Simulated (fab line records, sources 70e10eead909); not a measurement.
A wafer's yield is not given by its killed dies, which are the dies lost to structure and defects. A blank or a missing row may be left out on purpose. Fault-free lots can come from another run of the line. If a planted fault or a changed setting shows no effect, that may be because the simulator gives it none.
Comparing a struck lot with a sound one	flow nand_harc	17 out of 1302 route steps
Sound: the wafers L103.1, L103.2, L103.3. Struck: wafers L116.2, L116.4, L116.6. The cause comes at the end.
Each step with rows lists, per side, the tool, then ch with its chambers, then its first start. Under that, the readings that differ: sound wafers	struck wafers	difference of the means	sigmas: that difference in standard deviations of wafers without a fault.
alike: a reading whose means differ by less than 2 such deviations, as well as words and numbers matching on both sides. not compared: withheld readings; readings where some wafer has no value; bounds like >300 that might hide an equal value; numbers whose values overlap and for which the record gives no deviation.
A row with sigmas, a row that says differs or no value, or rows on one side alone: a step with any of these is where the two part. When numbers do not overlap yet have no deviation, they are printed without sigmas and do not part them. A reading missing from all wafers of one side parts the sides only when that side holds two or more wafers.

NHARC_A_STAIRCASE_CMP_472: polishes SiO2.
  sound on cmp-04 ch 0,2,3, day 20 09:07; struck on cmp-03 ch 0,2, day 25 12:15
  alike: motor_current_A
then, 1 step without rows for these wafers: NHARC_A_STAIRCASE_SRD_474.
NHARC_A_STAIRCASE_INSPECT_155:
  struck on defect_inspect-01, day 25 12:35; sound on defect_inspect-01, day 20 09:28
reading	sound	struck	difference	sigmas
raw_defect_count	441 432 406	1118 505 656	+333	+3
NHARC_A_SGD_CUT_DEP_00: deposits SiNx, target thk 50 nm.
  sound on pecvd-04 ch 0,1, day 20 09:31; struck on pecvd-03 ch 0,1, day 25 12:38
  alike: heater_power_w
then, 7 steps without rows for these wafers: NHARC_A_SGD_CUT_DEHYDRATE_01 (time 120 s); NHARC_A_SGD_CUT_HMDS_02 (time 30 s); NHARC_A_SGD_CUT_COAT_56 (time 75 s); NHARC_A_SGD_CUT_COAT_57 (time 65 s); NHARC_A_SGD_CUT_COAT_03 (resist thk 90 nm); NHARC_A_SGD_CUT_SOFTBAKE_04 (time 55 s); NHARC_A_SGD_CUT_EBR_05.
NHARC_A_SGD_CUT_EXPOSE_06: exposes mask SGD.
  sound on arfi_scanner-01 ch 0, day 20 10:12; struck on arfi_scanner-02 ch 0, day 25 13:14
reading	sound	struck	difference	sigmas
exposure_dose_mJ_cm2	85.58 85.59 85.66	122.29 122.33 122.25	+36.68	+99 or more
  alike: mask, stage_vel_mm_s
then, 2 steps without rows for these wafers: NHARC_A_SGD_CUT_PEB_07 (peb time 65 s); NHARC_A_SGD_CUT_DEVELOP_08 (develop time 35 s).
NHARC_A_SGD_CUT_CD_MEAS_09 targets a cd of 100 nm.
  sound on cd_sem-03 ch 0, day 20 10:20; struck on cd_sem-01 ch 0
reading	sound	struck	difference	sigmas
cd_nm (nm)	100.8 100.3 100.1	129.0 129.4 129.1	+28.8	+54
  not compared: hold
NHARC_A_SGD_CUT_OVL_MEAS_10:
  sound wafers here have rows in the record (overlay-02, day 20 10:25); struck ones have none
then, 1 step without rows for these wafers: NHARC_END_SORT_01.

## WHERE THEY PART
Last at NHARC_A_SGD_CUT_OVL_MEAS_10 as far as this record goes, first at NHARC_A_STAIRCASE_INSPECT_155.

WHY: the cause the simulator had injected
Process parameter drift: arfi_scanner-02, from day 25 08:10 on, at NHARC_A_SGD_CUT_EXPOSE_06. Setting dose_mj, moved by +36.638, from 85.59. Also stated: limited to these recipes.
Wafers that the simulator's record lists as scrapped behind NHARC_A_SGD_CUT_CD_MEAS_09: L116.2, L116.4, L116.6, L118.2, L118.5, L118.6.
